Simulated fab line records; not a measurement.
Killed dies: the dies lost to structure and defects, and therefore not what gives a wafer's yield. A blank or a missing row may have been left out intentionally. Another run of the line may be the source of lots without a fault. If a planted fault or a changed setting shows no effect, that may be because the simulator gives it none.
Lot-split experiment	flow n5Finfet	39 wafers read across 7 lots, on a route 1938 steps long

## ABOUT THE SPLIT
At N5_WELL_APT_IMPLANT_32, the setting energyKev was moved away from the recipe's 50 on 12 of the 39 wafers read, by -13.8% to +13.7%. All remaining wafers had this setting at the recipe value.

The reading is taken at the split's own step.

## THE READING
implant.drpNm (the simulator's own value, which no gauge read), in nm, at N5_WELL_APT_IMPLANT_32. The file gives no usual value for it.

wafer	tool, chamber at the split	energyKev as run	against the recipe	implant.drpNm, nm	against lot-mates on the recipe
L078.1	implanter-02, 0	43.32	-13.4%	16.77	-1.78
L078.4	implanter-02, 0	43.32	-13.4%	16.77	-1.78
L078.5	implanter-02, 0	43.32	-13.4%	16.77	-1.78
L078.2	implanter-02, 0	50	recipe	18.55	-
L078.3	implanter-02, 0	50	recipe	18.55	-
L078.6	implanter-02, 0	50	recipe	18.55	-
L081.1	implanter-01, 0	50	recipe	18.55	-
L081.2	implanter-01, 0	50	recipe	18.55	-
L081.3	implanter-01, 0	50	recipe	18.55	-
L081.4	implanter-01, 0	50	recipe	18.55	-
L081.5	implanter-01, 0	50	recipe	18.55	-
L081.6	implanter-01, 0	50	recipe	18.55	-
L082.1	implanter-02, 0	44.7	-10.6%	17.14	-1.41
L082.4	implanter-02, 0	44.7	-10.6%	17.14	-1.41
L082.5	implanter-02, 0	44.7	-10.6%	17.14	-1.41
L082.2	implanter-02, 0	50	recipe	18.55	-
L082.3	implanter-02, 0	50	recipe	18.55	-
L082.6	implanter-02, 0	50	recipe	18.55	-
L083.1	implanter-01, 0	56.84	+13.7%	20.37	+1.82
L083.4	implanter-01, 0	56.84	+13.7%	20.37	+1.82
L083.5	implanter-01, 0	56.84	+13.7%	20.37	+1.82
L083.2	implanter-01, 0	50	recipe	18.55	-
L083.3	implanter-01, 0	50	recipe	18.55	-
L083.6	implanter-01, 0	50	recipe	18.55	-
L087.1	implanter-01, 0	50	recipe	18.55	-
L087.5	implanter-01, 0	50	recipe	18.55	-
L087.6	implanter-01, 0	50	recipe	18.55	-
L089.1	implanter-02, 0	50	recipe	18.55	-
L089.2	implanter-02, 0	50	recipe	18.55	-
L089.3	implanter-02, 0	50	recipe	18.55	-
L089.4	implanter-02, 0	50	recipe	18.55	-
L089.5	implanter-02, 0	50	recipe	18.55	-
L089.6	implanter-02, 0	50	recipe	18.55	-
L096.1	implanter-01, 0	43.11	-13.8%	16.71	-1.84
L096.5	implanter-01, 0	43.11	-13.8%	16.71	-1.84
L096.6	implanter-01, 0	43.11	-13.8%	16.71	-1.84
L096.2	implanter-01, 0	50	recipe	18.55	-
L096.3	implanter-01, 0	50	recipe	18.55	-
L096.4	implanter-01, 0	50	recipe	18.55	-

FIT RESULTS
A straight line over all 39 wafers: implant.drpNm changes by +0.133 nm for each +1% of energyKev; r = +1.00; the points scatter about the line by 0.0015 nm.
The same after taking each lot's own level away (the mean of its wafers on the recipe; 39 wafers): +0.133 nm for each +1%; r = +1.00; scatter 0.0015 nm.
The reading moves by 1.8 nm for the largest change in energyKev, on that fit.
The lots' own levels span 18.550 to 18.550 nm.
Hence the lot-to-lot level has little effect on the slope; both slopes agree.
Check: -1.84 nm against its lot-mates is what the line predicts for one of the wafers moved furthest among these (-13.8%) when that wafer is left out of the fit. Against them it came out at -1.84 nm.

## THE WHOLE CHAIN: every reading that the file lists as answering this split, in the file's order
step	what it does	reading	change (the file's fit)	r (the file's)
N5_WELL_APT_IMPLANT_32		implant.rpNm (the simulator's own value, which no gauge read)	+0.359 nm for each +1% of the setting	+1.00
N5_WELL_APT_IMPLANT_32		implant.drpNm (the simulator's own value, which no gauge read)	+0.133 nm for each +1% of the setting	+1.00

## THE FILE'S OWN FIT
implant.drpNm changes by +0.133 nm for each +1% of energyKev, r = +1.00.
